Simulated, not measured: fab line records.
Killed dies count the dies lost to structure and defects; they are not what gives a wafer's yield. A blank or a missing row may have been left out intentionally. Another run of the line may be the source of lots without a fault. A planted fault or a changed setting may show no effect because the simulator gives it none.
2 desks looking at one fault :: flow nand_harc :: each desk holds nothing but its own numbers, with what lay behind them at the end

FOR THE TOOL OWNER'S DESK: arfi_scanner-03
The tool's own readings at NHARC_P_M0_EXPOSE_06 (exposes mask P M0, target cd 90 nm): means of the sampled wafers that have a number, for each lot that ran on this tool. The brackets show how far a lot's mean lies from the usual mean; more than 4 standard deviations puts the lot out of limits, marked OUT.
Columns: A = exposure_dose_mJ_cm2 at NHARC_P_M0_EXPOSE_06, usual 81.22; B = reticle_temp_C at NHARC_P_M0_EXPOSE_06, usual 23.02 C
lot: L621
first seen here: day 6 16:01
A: 81.19
B: 22.99

lot: L623
first seen here: day 7 09:14
A: 81.18
B: 23.13

lot: L624
first seen here: day 7 14:19
A: 81.23
B: 22.97

lot: L627
first seen here: day 8 21:07
A: 129.94 (+99 or more) OUT
B: 22.93

lot: L629
first seen here: day 9 14:37
A: 121.82 (+99 or more) OUT
B: 23.15
This desk's verdict: out of limits on L627, L629, starting with L627 at day 8 21:07 (exposure_dose_mJ_cm2 at NHARC_P_M0_EXPOSE_06). L621, L623, L624: within limits.

FROM THE METROLOGY DESK
What the gauges read, lot by lot, whatever tool the lot ran on: means of the sampled wafers that have a number. The brackets show how far a lot's mean lies from the usual mean; more than 4 standard deviations puts the lot out of limits, marked OUT.
Columns: A = cd_nm at NHARC_P_M0_CD_MEAS_09, usual 89.8 nm
lot: L620
first seen here: day 6 01:05
A: 90.2

lot: L621
first seen here: day 6 16:10
A: 90.3

lot: L622
first seen here: day 6 16:35
A: 89.3

lot: L623
first seen here: day 7 09:23
A: 90.5

lot: L624
first seen here: day 7 14:27
A: 90.1

lot: L625
first seen here: day 8 01:07
A: 90.9

lot: L627
first seen here: day 8 21:15
A: 120.0 (+35) OUT

lot: L629
first seen here: day 9 14:46
A: 116.0 (+31) OUT

lot: L635
first seen here: day 12 19:58
A: 90.8

lot: L639
first seen here: day 13 19:53
A: 89.6

lot: L640
first seen here: day 14 11:08
A: 89.5

lot: L642
first seen here: day 15 05:49
A: 89.8

lot: L643
first seen here: day 15 12:47
A: 89.8
This desk's verdict: out of limits on L627, L629, starting with L627 at day 8 21:15 (cd_nm at NHARC_P_M0_CD_MEAS_09). L620, L621, L622, L623, L624, L625, L635, L639, L640, L642, L643: within limits.

PUT TOGETHER
At day 8 21:07, on L627, L629, the tool owner's desk was in a position to raise an alarm.
On L627, L629, the metrology desk was in a position to raise an alarm at day 8 21:15.
All the named lots went through NHARC_P_M0_EXPOSE_06 on arfi_scanner-03.

WHAT HAD BEEN PUT IN BY THE SIMULATOR
Process parameter drift: arfi_scanner-03, from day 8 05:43 on, at NHARC_P_M0_EXPOSE_06. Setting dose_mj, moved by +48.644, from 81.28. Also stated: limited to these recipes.
Lots struck among those shown: L627, L629.
Counting hours from when the fault started, the first reading out of limits came at 15 for the tool owner's desk and at 16 for the metrology desk.
